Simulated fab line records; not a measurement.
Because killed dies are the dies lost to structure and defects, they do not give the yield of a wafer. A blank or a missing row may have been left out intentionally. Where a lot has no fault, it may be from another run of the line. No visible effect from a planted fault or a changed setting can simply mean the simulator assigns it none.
Chamber matching :: flow nand harc :: NHARC_P_STI_CMP_21 on cmp-01: 4 sister chambers
The step polishes, t overpolish 20 s, target thk 380.67 nm. 8 wafers are shown with their chamber, then 7 later ones without.

EACH WAFER AND ITS CHAMBER
wafer: L939.5
chamber: 2
motor current A (A): 13.2
overpolish run s (s): 19.990

wafer: L940.4
chamber: 2
motor current A (A): 13.0
overpolish run s (s): 19.999

wafer: L940.5
chamber: 3
motor current A (A): 10.1
overpolish run s (s): 20.005

wafer: L945.2
chamber: 1
motor current A (A): 12.7
overpolish run s (s): 19.995

wafer: L945.4
chamber: 0
motor current A (A): 13.2
overpolish run s (s): 19.992

wafer: L945.6
chamber: 0
motor current A (A): 12.9
overpolish run s (s): 19.990

wafer: L946.3
chamber: 1
motor current A (A): 12.8
overpolish run s (s): 20.004

wafer: L946.4
chamber: 3
motor current A (A): 9.5
overpolish run s (s): 19.982

WAFERS WITHOUT THEIR CHAMBER
wafer: L946.6
motor current A (A): 13.3
overpolish run s (s): 20.023

wafer: L954.1
motor current A (A): 13.1
overpolish run s (s): 19.999

wafer: L954.5
motor current A (A): 12.8
overpolish run s (s): 19.987

wafer: L954.6
motor current A (A): 9.6
overpolish run s (s): 19.990

wafer: L961.2
motor current A (A): 9.7
overpolish run s (s): 19.989

wafer: L961.4
motor current A (A): 12.7
overpolish run s (s): 20.001

wafer: L961.5
motor current A (A): 9.9
overpolish run s (s): 20.015

WHICH CHAMBER EACH ONE RAN IN
wafer: L946.6
from the rows above: can't be placed: 2 or 1 or 0
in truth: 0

wafer: L954.1
from the rows above: can't be placed: 2 or 0 or 1
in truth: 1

wafer: L954.5
from the rows above: can't be placed: 0 or 1 or 2
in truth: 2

wafer: L954.6
from the rows above: 3
in truth: 3

wafer: L961.2
from the rows above: 3
in truth: 3

wafer: L961.4
from the rows above: can't be placed: 1 or 2 or 0
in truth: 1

wafer: L961.5
from the rows above: 3
in truth: 3
Correctly placed: 3 of 7. Unplaceable from these rows: 4, with the true chamber sitting among the candidates in 4. Placed wrongly: 0.
How it was worked out, from the rows above alone: a wafer's distance from a chamber is the root of the sum, over the readings, of the square of ((its reading less the chamber's mean) divided by the reading's scatter). If the next closest chamber is less than 2 further off than the closest, the wafer can't be placed; otherwise it belongs to the closest. The mean given for a chamber averages the wafers shown for that chamber. How the scatter is found: for the shown wafers, subtract from each reading the mean of its chamber, square and add these, divide the total by (wafers less chambers), then take the root.
